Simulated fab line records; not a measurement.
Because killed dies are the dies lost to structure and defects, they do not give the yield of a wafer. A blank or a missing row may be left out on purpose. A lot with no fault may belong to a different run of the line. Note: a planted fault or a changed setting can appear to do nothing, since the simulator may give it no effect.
A lot that was struck, set against a sound lot	flow nand-harc	16 out of 1302 route steps
Sound: these wafers, L350.3, L350.4, L350.5. Struck: wafer L361.2; the same lot's L361.1 was not struck, so it is left out; see the end for the cause.
Each step with rows lists, per side, the tool, then ch with its chambers, then its first start. Under that, the readings that differ: sound wafers	struck wafers	difference of the means	sigmas: that difference in standard deviations of wafers without a fault.
alike: words and numbers the same on both sides, and readings whose means are apart by under 2 such deviations; not compared: readings that were withheld, readings missing a value for some wafer, numbers with overlapping values and no deviation given by the record, and bounds like >300 which may hide the same value.
The two part at a step that has a row with sigmas, a row that says differs or no value, or rows on one side only. Numbers that don't overlap but have no deviation are shown without sigmas and don't part them. A reading that every wafer of one side lacks parts them only if that side has two wafers or more.

NHARC_A_DECK1_JOINT_INSPECT_05:
  sound on defect-inspect-02, day 15 09:11; struck on defect-inspect-02, day 19 09:46
  alike: raw-defect-count
next comes 1 step that has no rows for these wafers: NHARC_A_ONON_D2_DEP_00 (target thickness 1000 nm).
NHARC_A_ONON_D2_THK_MEAS_02: measures by ellipsometry.
  sound on film-metro-02, day 15 09:47; struck on film-metro-01, day 19 10:20
  alike: thk-nm
next comes 1 step that has no rows for these wafers: NHARC_A_ONON_D2_DEP_03 (target thickness 1000 nm).
NHARC_A_ONON_D2_THK_MEAS_05: measures by ellipsometry.
  sound on film-metro-01, day 15 10:21; struck on film-metro-01, day 19 10:54
  alike: thk-nm
next comes 1 step that has no rows for these wafers: NHARC_A_ONON_D2_DEP_06 (target thickness 1000 nm).
NHARC_A_ONON_D2_THK_MEAS_08: measures by ellipsometry.
  sound on film-metro-02, day 15 10:55; struck on film-metro-02, day 19 11:28
reading	sound	struck	difference	sigmas
thk-nm (nm)	987 988 987	1012	+25	+2
next comes 1 step that has no rows for these wafers: NHARC_A_ONON_D2_DEP_09 (target thickness 1000 nm).
NHARC_A_ONON_D2_THK_MEAS_11: measures by ellipsometry.
  sound on film-metro-01, day 15 11:29; struck on film-metro-01, day 19 12:02
reading	sound	struck	difference	sigmas
thk-nm (nm)	1021 1021 1021	985	-36	-3
next comes 1 step that has no rows for these wafers: NHARC_A_ONON_D2_DEP_12 (target thickness 1000 nm).
NHARC_A_ONON_D2_THK_MEAS_14: measures by ellipsometry.
  sound on film-metro-02, day 15 12:03; struck on film-metro-02, day 19 12:36
reading	sound	struck	difference	sigmas
thk-nm (nm)	994 993 995	1016	+22	+3
then, 1 step without rows for these wafers: NHARC_A_ONON_D2_ANNEAL_15 (time 3600 s).
NHARC_A_ONON_D2_DEP_16: target thk 1000 nm.
  sound on pecvd-onon-02 ch 0, day 15 19:32; struck on pecvd-onon-04 ch 0, day 19 19:29
NHARC_A_ONON_D2_THK_MEAS_18: measures by ellipsometry.
  sound on film-metro-01, day 15 19:55; struck on film-metro-01, day 19 20:00
reading	sound	struck	difference	sigmas
thk-nm (nm)	984 984 986	676	-309	-41
next comes 1 step that has no rows for these wafers: NHARC_A_ONON_D2_DEP_19 (target thickness 1000 nm).
-- jump in the record: it breaks off in module A_ONON_D2 and resumes in module END (first step shown: number 1302 of the route), and 12 days separate the struck wafers' starts before and after --
NHARC_END_SORT_01:
  at this point the record logs the struck wafers (prober-01 ch 0, day 31 20:16) and has no rows for the sound ones

== WHERE THEY PART ==
First at NHARC_A_ONON_D2_THK_MEAS_08; last, within this record, at NHARC_END_SORT_01.

WHY: whatever the simulator had introduced
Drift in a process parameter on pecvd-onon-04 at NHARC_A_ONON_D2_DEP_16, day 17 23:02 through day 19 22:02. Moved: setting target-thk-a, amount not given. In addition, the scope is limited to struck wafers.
